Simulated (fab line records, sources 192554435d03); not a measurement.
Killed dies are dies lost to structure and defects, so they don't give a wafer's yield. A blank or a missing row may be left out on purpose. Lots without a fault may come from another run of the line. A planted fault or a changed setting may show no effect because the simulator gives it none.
Which tool did it? | flow n5_finfet | 12 lots, 36 wafers sampled, at 4 steps of a route of 1938

WHAT THE GAUGES READ, wafer by wafer
The record holds no reading of a measuring or inspecting step that can be judged against a usual standard deviation.

WHICH TOOL RAN EACH LOT (tool, then ch and the chambers of the sampled wafers, then the start)
lot  | N5_GATE_CUT_STRIP_29                | N5_MIM_BOT_LITHO_DESCUM_10         | N5_MIM_BOT_ETCH_STRIP_01           | N5_PASSIVATION_PROBE_49
L196 | wet_bench-06 ch 4,6,7, day 4 14:53  | rie_diel-02 ch 2,3, day 12 03:47   | rie_diel-06 ch 1,2, day 12 04:11   | -
L197 | wet_bench-02 ch 2,5,6, day 4 21:09  | rie_diel-06 ch 2,3, day 12 06:25   | rie_diel-02 ch 1,2, day 12 06:48   | -
L198 | wet_bench-02 ch 0,4,5, day 5 01:48  | rie_diel-06 ch 1,2,3, day 12 16:16 | rie_diel-06 ch 1,3, day 12 16:40   | -
L199 | wet_bench-02 ch 1,3,6, day 5 08:34  | rie_diel-03 ch 0,1,2, day 12 16:03 | rie_diel-06 ch 0,3, day 12 16:31   | -
L201 | wet_bench-02 ch 3,5,6, day 6 05:59  | rie_diel-03 ch 0,1, day 13 19:24   | rie_diel-03 ch 0,2, day 13 20:00   | prober-01, day 14 05:08
L202 | wet_bench-02 ch 0,1,7, day 6 08:12  | rie_diel-02 ch 1,2,3, day 14 08:19 | rie_diel-03 ch 0,1,3, day 14 08:41 | prober-02, day 14 17:22
L205 | wet_bench-02 ch 3,5,7, day 6 20:42  | rie_diel-03 ch 0,1,2, day 15 04:31 | rie_diel-06 ch 0,1,2, day 15 04:54 | prober-01, day 15 14:53
L208 | wet_bench-01 ch 2,5,7, day 7 13:57  | rie_diel-06 ch 0,3, day 15 11:05   | rie_diel-03 ch 0,2,3, day 15 11:29 | prober-01, day 15 20:14
L211 | wet_bench-01 ch 0,1,6, day 8 13:02  | rie_diel-02 ch 0,1, day 15 16:33   | rie_diel-03 ch 0,1,3, day 15 16:56 | prober-01, day 16 00:58
L215 | wet_bench-01 ch 0,2,6, day 9 07:56  | rie_diel-03 ch 1,2,3, day 17 08:02 | rie_diel-03 ch 1,2,3, day 17 08:27 | -
L216 | wet_bench-01 ch 0,1,2, day 9 17:38  | rie_diel-02 ch 0,2,3, day 17 11:54 | rie_diel-03 ch 2,3, day 17 12:17   | -
L217 | wet_bench-02 ch 1,2,6, day 10 04:14 | rie_diel-03 ch 1,2,3, day 18 03:43 | rie_diel-02 ch 0,1,3, day 18 04:05 | prober-01, day 18 13:58
- N5_GATE_CUT_STRIP_29: strips in post etch residue remover, time 60 s.
- N5_MIM_BOT_LITHO_DESCUM_10: chemistry O2, time 7.9 s.
- N5_MIM_BOT_ETCH_STRIP_01: strips in O2.
- N5_PASSIVATION_PROBE_49

WHAT THE TOOLS THEMSELVES READ (means of the sampled wafers that have a number; where no wafer has one, the mark that the record gives instead)
N5_MIM_BOT_LITHO_DESCUM_10. Usual: drypump_motor_current_A 5.6 A, standard deviation 0.5; o2_flow_sccm 225.1 sccm, standard deviation 0.66; oes_product_au 0.76 a.u., standard deviation 0.048; rf_vpp_V 243.0 V, standard deviation 1.2; showerhead_plenum_p_Torr 2.08 Torr, standard deviation 0.063; throttle_valve_pct 20.43 %, standard deviation 0.25.
lot  | tool        | drypump_motor_current_A (A) | o2_flow_sccm (sccm) | oes_product_au (a.u.) | rf_vpp_V (V) | showerhead_plenum_p_Torr (Torr) | throttle_valve_pct (%) | flag
L196 | rie_diel-02 | 5.3                         | 224.8               | 0.78                  | 243.3        | 2.14                            | 20.64                  |
L197 | rie_diel-06 | 6.2                         | 224.6               | 0.77                  | 243.2        | 2.07                            | 20.57                  |
L198 | rie_diel-06 | 5.6                         | 225.1               | 0.75                  | 242.0        | 2.04                            | 20.61                  |
L199 | rie_diel-03 | 5.7                         | 224.9               | 0.82                  | 243.8        | 2.15                            | 20.10                  |
L201 | rie_diel-03 | 5.6                         | 225.4               | 0.81                  | 245.3        | 2.17                            | 20.11                  |
L202 | rie_diel-02 | 5.2                         | 224.9               | 0.78                  | 242.3        | 2.08                            | 20.59                  |
L205 | rie_diel-03 | 5.7                         | 225.1               | 0.79                  | 244.1        | 2.14                            | 20.15                  |
L208 | rie_diel-06 | 6.4                         | 225.5               | 0.77                  | 242.9        | 2.04                            | 20.58                  |
L211 | rie_diel-02 | 5.2                         | 225.2               | 0.75                  | 242.8        | 2.03                            | 20.50                  |
L215 | rie_diel-03 | 5.9                         | 225.1               | 0.76                  | 243.6        | 2.09                            | 20.22                  |
L216 | rie_diel-02 | 5.3                         | 225.6               | 0.73                  | 243.3        | 2.08                            | 20.67                  |
L217 | rie_diel-03 | 5.9                         | 225.8               | 0.75                  | 242.9        | 2.09                            | 20.22                  |

N5_MIM_BOT_ETCH_STRIP_01. Usual: drypump_motor_current_A 5.5 A, standard deviation 0.49; o2_flow_sccm 225.0 sccm, standard deviation 0.7; oes_product_au 0.76 a.u., standard deviation 0.047; rf_vpp_V 3.6 V, standard deviation 1.5; showerhead_plenum_p_Torr 2.08 Torr, standard deviation 0.065; throttle_valve_pct 16.72 %, standard deviation 0.22.
lot  | tool        | drypump_motor_current_A (A) | o2_flow_sccm (sccm) | oes_product_au (a.u.) | rf_vpp_V (V) | showerhead_plenum_p_Torr (Torr) | throttle_valve_pct (%) | flag
L196 | rie_diel-06 | 5.0                         | 224.6               | 0.73                  | 4.2          | 2.02                            | 16.86                  |
L197 | rie_diel-02 | 5.1                         | 225.6               | 0.84                  | 4.3          | 2.04                            | 16.76                  |
L198 | rie_diel-06 | 5.4                         | 224.0               | 0.72                  | 3.4          | 2.05                            | 16.99                  |
L199 | rie_diel-06 | 6.5                         | 224.8               | 0.78                  | 3.3          | 2.08                            | 16.79                  |
L201 | rie_diel-03 | 5.5                         | 225.7               | 0.79                  | 3.9          | 2.18                            | 16.31                  |
L202 | rie_diel-03 | 5.9                         | 224.9               | 0.77                  | 3.1          | 2.13                            | 16.45                  |
L205 | rie_diel-06 | 5.5                         | 225.7               | 0.75                  | 4.9          | 2.01                            | 16.82                  |
L208 | rie_diel-03 | 5.7                         | 225.2               | 0.76                  | 5.0          | 2.13                            | 16.40                  |
L211 | rie_diel-03 | 5.9                         | 225.4               | 0.77                  | 3.3          | 2.13                            | 16.46                  |
L215 | rie_diel-03 | 5.9                         | 225.1               | 0.76                  | 2.2          | 2.10                            | 16.49                  |
L216 | rie_diel-03 | 5.7                         | 224.3               | 0.74                  | 4.0          | 2.10                            | 16.45                  |
L217 | rie_diel-02 | 5.3                         | 225.5               | 0.72                  | 1.7          | 2.08                            | 16.89                  |

N5_PASSIVATION_PROBE_49. Usual: defect_limited_yield 91.0 %, standard deviation 1.5; killed_at_M0_to_M3 33, standard deviation 9.4; killed_at_M4_up 14, standard deviation 4.8; killed_at_contacts 13, standard deviation 7.3; killed_at_front_end 43, standard deviation 13; killed_at_other 3.6, standard deviation 2.9; killed_dies 106, standard deviation 18; killed_open 69, standard deviation 13; killed_short 35, standard deviation 8.2; sort_bin_5_function 5.3 %, standard deviation 1; sort_bin_6_memory 3.3 %, standard deviation 0.68; sort_bin_8_speed 0.01 %, standard deviation 0.027; sort_n_pass 1074, standard deviation 18; sort_yield_pct 91.0 %, standard deviation 1.5.
lot  | tool      | defect_limited_yield (%) | killed_at_M0_to_M3 | killed_at_M4_up | killed_at_contacts | killed_at_front_end | killed_at_other | killed_dies | killed_open | killed_short | sort_bin_5_function (%) | sort_bin_6_memory (%) | sort_bin_8_speed (%) | sort_n_pass | sort_yield_pct (%) | flag
L201 | prober-01 | 87.8                     | 18                 | 11              | 3                  | 110                 | 2.0             | 144         | 42          | 17           | 8.3                     | 2.6                   | 0.00                 | 1036        | 87.8               | OFF
L202 | prober-02 | 84.9                     | 21                 | 14              | 10                 | 128                 | 5.3             | 179         | 64          | 26           | 9.0                     | 4.3                   | 0.00                 | 1001        | 84.9               | OFF
L205 | prober-01 | 84.0                     | 34                 | 10              | 10                 | 133                 | 1.7             | 189         | 70          | 36           | 10.2                    | 3.7                   | 0.00                 | 991         | 84.0               | OFF
L208 | prober-01 | 88.5                     | 42                 | 12              | 10                 | 69                  | 2.7             | 136         | 88          | 46           | 7.1                     | 3.9                   | 0.00                 | 1044        | 88.5               |
L211 | prober-01 | 91.6                     | 41                 | 14              | 8                  | 31                  | 4.7             | 100         | 66          | 29           | 4.6                     | 3.4                   | 0.00                 | 1080        | 91.6               |
L217 | prober-01 | 90.2                     | 40                 | 18              | 19                 | 37                  | 2.0             | 116         | 72          | 41           | 5.9                     | 3.6                   | 0.00                 | 1064        | 90.2               |

THE ANSWER, worked out from the rows above alone
Rule: a lot is off if the mean of its wafers that have a number lies more than 3 standard deviations from the usual mean. A lot without any number at a reading at which 4 lots or more have one is off too. The other lots that the step has rows for count as sound. The gauges are gone through in route order, then the tools' own readings, and for those a lot's mean is taken as printed above. The first step at which some lot is off is used, and at that step the reading that is off furthest; a lot without a number counts as furthest.
Off: L201, L202, L205, at N5_PASSIVATION_PROBE_49 (killed_at_front_end). Neither off nor sound, because the step has no rows for them: L196, L197, L198, L199, L215, L216.
A tool fits if, at that step or a process step before it, it ran every lot that is off, and no sound lot after the first of them. None of those tried fits.

WHAT THE SIMULATOR HAD PUT IN
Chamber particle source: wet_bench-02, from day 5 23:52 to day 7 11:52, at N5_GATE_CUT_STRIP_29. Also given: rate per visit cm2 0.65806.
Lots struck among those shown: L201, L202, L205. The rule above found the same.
